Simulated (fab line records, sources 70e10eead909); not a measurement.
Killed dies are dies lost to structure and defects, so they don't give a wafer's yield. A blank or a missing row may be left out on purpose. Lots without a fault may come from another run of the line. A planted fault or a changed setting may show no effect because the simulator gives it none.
Chamber matching | flow nand_harc | NHARC_P_BONDPAD_STRIP_15 on rie_diel-05: 4 sister chambers
The step strips in O2. 22 wafers are shown with their chamber, then 11 later ones without.

WAFERS WITH THEIR CHAMBER
wafer  | chamber | drypump_motor_current_A (A) | showerhead_plenum_p_Torr (Torr) | oes_product_au (a.u.)
L074.1 | 1       | 5.3                         | 3.31                            | 0.988
L074.3 | 3       | 5.0                         | 3.72                            | 1.007
L074.4 | 0       | 5.6                         | 3.44                            | 0.998
L075.1 | 3       | 5.0                         | 3.72                            | 1.010
L075.3 | 2       | 6.2                         | 3.56                            | 0.999
L075.5 | 2       | 6.3                         | 3.56                            | 1.016
L077.1 | 1       | 5.3                         | 3.31                            | 0.984
L077.2 | 2       | 6.3                         | 3.56                            | 1.011
L077.3 | 3       | 5.0                         | 3.72                            | 1.006
L078.4 | 2       | 6.3                         | 3.56                            | 1.002
L078.5 | 0       | 5.6                         | 3.43                            | 0.997
L078.6 | 1       | 5.3                         | 3.31                            | 0.997
L081.3 | 0       | 5.6                         | 3.43                            | 0.996
L081.4 | 2       | 6.3                         | 3.55                            | 1.002
L081.5 | 3       | 5.0                         | 3.72                            | 1.007
L082.4 | 1       | 5.3                         | 3.30                            | 0.981
L082.5 | 3       | 5.0                         | 3.72                            | 0.999
L082.6 | 2       | 6.3                         | 3.56                            | 0.999
L083.3 | 2       | 6.3                         | 3.55                            | 1.005
L083.5 | 3       | 5.0                         | 3.72                            | 0.998
L083.6 | 2       | 6.3                         | 3.55                            | 1.003
L086.1 | 3       | 5.0                         | 3.72                            | 1.001

SIGNATURES (means of the wafers above)
reading                  | chamber 0 | chamber 1 | chamber 2 | chamber 3 | scatter within a chamber
drypump_motor_current_A  | 5.600     | 5.300     | 6.287     | 5.000     | 0.022
showerhead_plenum_p_Torr | 3.4333    | 3.3075    | 3.5562    | 3.7200    | 0.00428
oes_product_au           | 0.99700   | 0.98750   | 1.00462   | 1.00400   | 0.0054
Rule: a wafer's distance from a chamber is the root of the sum, over the readings, of the square of ((its reading less the chamber's mean) divided by the reading's scatter). The wafer belongs to the nearest chamber; if the next one is less than 2 further off, it can't be placed. The scatter: the root of (the sum of the squares of (reading less its chamber's mean) over the shown wafers, divided by (wafers less chambers)).

WAFERS WITHOUT THEIR CHAMBER
wafer  | drypump_motor_current_A (A) | showerhead_plenum_p_Torr (Torr) | oes_product_au (a.u.)
L086.4 | 5.6                         | 3.43                            | 0.966
L086.5 | 6.2                         | 3.55                            | 1.010
L090.2 | 5.6                         | 3.43                            | 0.985
L090.4 | 6.3                         | 3.55                            | 1.004
L090.5 | 5.0                         | 3.71                            | 0.991
L092.1 | 6.3                         | 3.55                            | 1.003
L092.4 | 5.0                         | 3.71                            | 0.992
L092.6 | 5.0                         | 3.71                            | 1.001
L096.1 | 5.0                         | 3.71                            | 0.997
L096.3 | 6.2                         | 3.55                            | 1.010
L096.6 | 5.0                         | 3.71                            | 0.999

WHICH CHAMBER EACH WENT THROUGH
wafer  | from the rows above | in truth
L086.4 | 0                   | 0
L086.5 | 2                   | 2
L090.2 | 0                   | 0
L090.4 | 2                   | 2
L090.5 | 3                   | 3
L092.1 | 2                   | 2
L092.4 | 3                   | 3
L092.6 | 3                   | 3
L096.1 | 3                   | 3
L096.3 | 2                   | 2
L096.6 | 3                   | 3
Placed correctly: 11 of 11. Can't be placed from these rows: 0. Placed wrongly: 0.
